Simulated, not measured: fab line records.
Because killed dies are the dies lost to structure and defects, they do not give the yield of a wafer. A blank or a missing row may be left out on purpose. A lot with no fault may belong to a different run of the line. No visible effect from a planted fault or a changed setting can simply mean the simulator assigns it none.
Which tool was responsible? | flow n5Finfet | 9 lots with 26 wafers sampled at 8 steps, on a route of 1938 steps

WHAT EACH GAUGE READ, for each wafer
N5_ZERO_LAYER_INSPECT_20: inspects for defects (darkfield).
lot  | measured    | on               | rawDefectCount
L814 | day 1 19:17 | defectInspect-02 | 34 50
L816 | day 2 07:40 | defectInspect-01 | 46 27 28
L817 | day 2 13:28 | defectInspect-02 | 41 27 31
L819 | day 3 01:34 | defectInspect-02 | 18 21 36
L826 | day 4 19:15 | defectInspect-01 | 20 829 804
L830 | day 5 19:23 | defectInspect-02 | 24 814 59
L832 | day 6 07:51 | defectInspect-01 | 33 18 31
L833 | day 6 13:23 | defectInspect-01 | 23 51 25
L836 | day 7 07:25 | defectInspect-02 | 37 35 25

N5_WELL_APT_INSPECT_10: inspects for defects (macro).
lot  | measured    | on               | rawDefectCount
L814 | day 1 19:47 | defectInspect-02 | 1 4
L816 | day 2 08:10 | defectInspect-01 | 3 1 2
L817 | day 2 13:50 | defectInspect-01 | 5 1 1
L819 | day 3 02:03 | defectInspect-01 | 3 1 4
L826 | day 4 19:37 | defectInspect-01 | 1 >300 >300
L830 | day 5 19:52 | defectInspect-01 | 0 >300 3
L832 | day 6 08:20 | defectInspect-01 | 3 3 0
L833 | day 6 13:52 | defectInspect-02 | 2 0 0
L836 | day 7 07:54 | defectInspect-02 | 1 0 0

N5_WELL_APT_INSPECT_38: inspects for defects (darkfield).
lot  | measured    | on               | rawDefectCount
L814 | day 1 22:41 | defectInspect-01 | 18 13
L816 | day 2 11:10 | defectInspect-02 | 22 28 13
L817 | day 2 17:01 | defectInspect-02 | 3 11 13
L819 | day 3 05:11 | defectInspect-01 | 22 22 13
L826 | day 4 22:40 | defectInspect-02 | 13 826 770
L830 | day 5 23:57 | defectInspect-02 | 13 807 21
L832 | day 6 11:17 | defectInspect-01 | 15 11 5
L833 | day 6 17:13 | defectInspect-02 | 16 15 6
L836 | day 7 11:11 | defectInspect-01 | 18 10 11

N5_BEOL_M4_RC_MEAS_101.
lot  | measured     | on        | DIBL_N (mV/V)  | DIBL_P (mV/V) | IOFF_N (nA/um) | IOFF_P (nA/um) | ION_N (uA/um) | ION_P (uA/um) | SS_N (mV/dec)  | SS_P (mV/dec)  | VT_N (mV)   | VT_P (mV)
L814 | day 12 07:51 | prober-01 | 33.3 34.5      | 35 36         | 0.12 0.13      | 0.19 0.23      | 655 664       | 460 464       | 70.6 70.5      | 73.0 72.7      | 254 249     | -250 -244
L816 | day 11 20:04 | prober-01 | 39.1 38.2 36.7 | 42 40 39      | 0.22 0.20 0.19 | 0.29 0.26 0.26 | 686 679 695   | 468 465 481   | 72.3 72.0 71.3 | 74.4 73.7 73.7 | 246 248 244 | -246 -246 -246
L817 | day 12 16:52 | prober-02 | 35.8 34.3 34.7 | 36 34 35      | 0.15 0.13 0.14 | 0.20 0.17 0.19 | 674 669 677   | 458 461 460   | 71.7 71.1 70.5 | 72.9 72.6 72.1 | 249 249 249 | -251 -252 -251
L819 | day 12 13:42 | prober-02 | 35.9 31.9 35.3 | 36 31 34      | 0.16 0.10 0.16 | 0.18 0.13 0.17 | 671 663 670   | 449 451 453   | 71.5 69.7 70.8 | 74.0 72.0 72.7 | 248 252 246 | -250 -256 -255
L826 | day 15 08:49 | prober-02 | 37.5 32.3 33.1 | 37 30 31      | 0.18 0.11 0.11 | 0.23 0.14 0.15 | 666 656 658   | 457 448 453   | 72.6 70.9 71.1 | 73.9 71.3 72.1 | 248 255 252 | -250 -256 -254
L830 | day 15 19:12 | prober-01 | 34.4 35.0 35.4 | 36 37 37      | 0.14 0.14 0.15 | 0.16 0.19 0.19 | 672 678 676   | 458 466 465   | 71.9 72.0 72.3 | 72.9 73.1 73.5 | 251 254 251 | -255 -256 -253
L832 | day 17 04:29 | prober-01 | 35.1 36.6 35.3 | 37 38 37      | 0.15 0.19 0.15 | 0.23 0.23 0.21 | 659 682 665   | 460 457 454   | 71.3 72.4 71.9 | 73.8 73.2 73.4 | 250 248 252 | -250 -250 -250
L833 | day 15 22:50 | prober-02 | 37.6 39.2 36.5 | 38 41 37      | 0.17 0.21 0.15 | 0.20 0.28 0.20 | 673 674 675   | 458 466 462   | 71.3 72.2 71.2 | 73.8 75.1 73.9 | 248 249 248 | -252 -249 -254
L836 | day 17 10:15 | prober-01 | 37.5 40.1 37.4 | 39 42 38      | 0.20 0.24 0.19 | 0.25 0.29 0.24 | 683 679 681   | 463 461 466   | 72.7 72.7 72.0 | 73.3 74.2 73.7 | 246 246 247 | -248 -248 -247

TOOL THAT RAN EACH LOT (tool first, then ch and the chambers of the sampled wafers, then the start)
lot  | N5_ZERO_LAYER_ETCH_18          | N5_ZERO_LAYER_STRIP_24             | N5_FIN_SAQP_PECVD_48           | N5_FIN_SAQP_HM_DEP_72
L814 | rieSi-01 ch 1,3, day 1 18:50   | plasmaAsher-01 ch 0,1, day 1 18:56 | pecvd-03 ch 0,1, day 2 03:16   | pecvd-04 ch 2, day 2 03:29
L816 | rieSi-03 ch 1,2, day 2 06:55   | plasmaAsher-01 ch 0, day 2 07:01   | pecvd-04 ch 0,2, day 2 15:09   | pecvd-03 ch 0, day 2 15:19
L817 | rieSi-03 ch 0,3, day 2 13:01   | plasmaAsher-01 ch 0,1, day 2 13:07 | pecvd-03 ch 0,1, day 2 21:12   | pecvd-02 ch 0,1, day 2 21:25
L819 | rieSi-03 ch 0,2,3, day 3 01:06 | plasmaAsher-01 ch 1, day 3 01:13   | pecvd-03 ch 0,1,2, day 3 09:10 | pecvd-02 ch 1,2, day 3 09:19
L826 | rieSi-01 ch 0,1,3, day 4 18:47 | plasmaAsher-01 ch 0,1, day 4 18:53 | pecvd-03 ch 1,2, day 5 02:31   | pecvd-04 ch 0,2, day 5 02:41
L830 | rieSi-01 ch 1,3, day 5 18:55   | plasmaAsher-01 ch 0,1, day 5 19:02 | pecvd-02 ch 0,1,2, day 6 04:02 | pecvd-03 ch 0,1,2, day 6 04:12
L832 | rieSi-06 ch 1,2,3, day 6 07:23 | plasmaAsher-02 ch 0,1, day 6 07:29 | pecvd-02 ch 0,1,2, day 6 15:27 | pecvd-03 ch 1,2, day 6 15:37
L833 | rieSi-06 ch 0,1,2, day 6 12:55 | plasmaAsher-02 ch 0,1, day 6 13:01 | pecvd-04 ch 0,2, day 6 21:53   | pecvd-03 ch 0,1,2, day 6 22:04
L836 | rieSi-01 ch 0,1,3, day 7 06:59 | plasmaAsher-02 ch 0,1, day 7 07:05 | pecvd-04 ch 0,1,2, day 7 15:12 | pecvd-02 ch 0,1,2, day 7 15:22
- N5_ZERO_LAYER_ETCH_18: etches Si in HBr/Cl2, target depth 120 nm, time 40 s.
- N5_ZERO_LAYER_STRIP_24: strips in O2.
- N5_FIN_SAQP_PECVD_48: deposits SiNx from SiH4/NH3/N2, target thk 25 nm, time 22.1 s.
- N5_FIN_SAQP_HM_DEP_72: deposits SiO2 from SiH4/N2O, target thk 12 nm, time 7.2 s.

WHAT THE TOOLS THEMSELVES READ (means of the sampled wafers that have a number; where no wafer has one, the mark that the record gives instead)
N5_ZERO_LAYER_ETCH_18.
lot  | tool     | drypumpMotorCurrentA (A) | oesProductAu (a.u.) | throttleValvePct (%)
L814 | rieSi-01 | 5.5                      | 0.985               | 36.2
L816 | rieSi-03 | 6.3                      | 0.997               | 36.1
L817 | rieSi-03 | 5.6                      | 0.992               | 36.0
L819 | rieSi-03 | 5.9                      | 0.992               | 36.1
L826 | rieSi-01 | 5.7                      | 0.990               | 36.6
L830 | rieSi-01 | 5.5                      | 0.987               | 36.0
L832 | rieSi-06 | 6.1                      | 1.005               | 36.4
L833 | rieSi-06 | 5.6                      | 1.007               | 36.5
L836 | rieSi-01 | 5.7                      | 0.990               | 36.5

N5_ZERO_LAYER_STRIP_24.
lot  | tool           | drypumpMotorCurrentA (A) | heaterPowerW (W) | oesProductAu (a.u.) | stripTimeToEndpointS (s)
L814 | plasmaAsher-01 | 6.2                      | 318              | 0.645               | 43.91
L816 | plasmaAsher-01 | 6.6                      | 304              | 0.643               | 43.63
L817 | plasmaAsher-01 | 6.1                      | 323              | 0.648               | 43.83
L819 | plasmaAsher-01 | 5.7                      | 323              | 0.649               | 43.73
L826 | plasmaAsher-01 | 6.3                      | 315              | 0.643               | 44.00
L830 | plasmaAsher-01 | 6.0                      | 320              | 0.646               | 43.73
L832 | plasmaAsher-02 | 6.2                      | 290              | 0.647               | 43.81
L833 | plasmaAsher-02 | 6.1                      | 293              | 0.646               | 43.93
L836 | plasmaAsher-02 | 6.2                      | 287              | 0.648               | 44.07

N5_FIN_SAQP_PECVD_48.
lot  | tool     | heaterPowerW (W) | showerheadPlenumPTorr (Torr) | throttleValvePct (%)
L814 | pecvd-03 | 762              | 5.13                         | 41.3
L816 | pecvd-04 | 832              | 5.12                         | 40.1
L817 | pecvd-03 | 719              | 5.11                         | 41.3
L819 | pecvd-03 | 766              | 5.12                         | 39.9
L826 | pecvd-03 | 865              | 5.07                         | 38.6
L830 | pecvd-02 | 809              | 5.12                         | 38.6
L832 | pecvd-02 | 776              | 5.12                         | 38.5
L833 | pecvd-04 | 769              | 5.14                         | 41.5
L836 | pecvd-04 | 831              | 5.14                         | 42.8

N5_FIN_SAQP_HM_DEP_72.
lot  | tool     | heaterPowerW (W) | showerheadPlenumPTorr (Torr)
L814 | pecvd-04 | 884              | 8.08
L816 | pecvd-03 | 765              | 8.33
L817 | pecvd-02 | 794              | 8.20
L819 | pecvd-02 | 848              | 8.16
L826 | pecvd-04 | 797              | 8.16
L830 | pecvd-03 | 757              | 8.12
L832 | pecvd-03 | 808              | 7.99
L833 | pecvd-03 | 772              | 8.10
L836 | pecvd-02 | 837              | 8.11

THE ANSWER, worked out from the rows above alone
Rule: what is usual is taken from the lots themselves. Put in order of their means at a reading, lots are off if they are a third of the lots or fewer, leave a main group of 4 or more, and stand apart from it by a gap of 3 or more times the standard deviation of the main group's means; of several such gaps the widest counts. A main group whose means are all the same, to the digits that the tables above print for the reading, isn't used. A lot without any number at a reading at which 4 lots or more have one is off too. Where the step has rows for the other lots, those lots are counted as sound. Order of review: gauges by route order, followed by the tools' own readings, for which a lot's mean as printed above is used. The first step at which some lot is off is used, and at that step the reading that is off furthest; a lot without a number counts as furthest.
Off at N5_ZERO_LAYER_INSPECT_20 (rawDefectCount): L826, L830. Mean 32 and standard deviation 5 in the main group.
If a tool, at a process step before that reading, ran all the lots that are off and no sound lot after the first of them, it fits. The gauges at N5_ZERO_LAYER_INSPECT_20 are tried like those tools. One fits: plasmaAsher-01 at N5_ZERO_LAYER_STRIP_24. A fault onset in the window from L819 (day 3 01:13, its last sound lot) to L826 (day 4 18:53, its first lot off) fits.

WHAT THE SIMULATOR HAD INSERTED
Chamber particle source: plasmaAsher-01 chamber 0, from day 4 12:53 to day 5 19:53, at N5_ZERO_LAYER_STRIP_24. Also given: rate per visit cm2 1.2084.
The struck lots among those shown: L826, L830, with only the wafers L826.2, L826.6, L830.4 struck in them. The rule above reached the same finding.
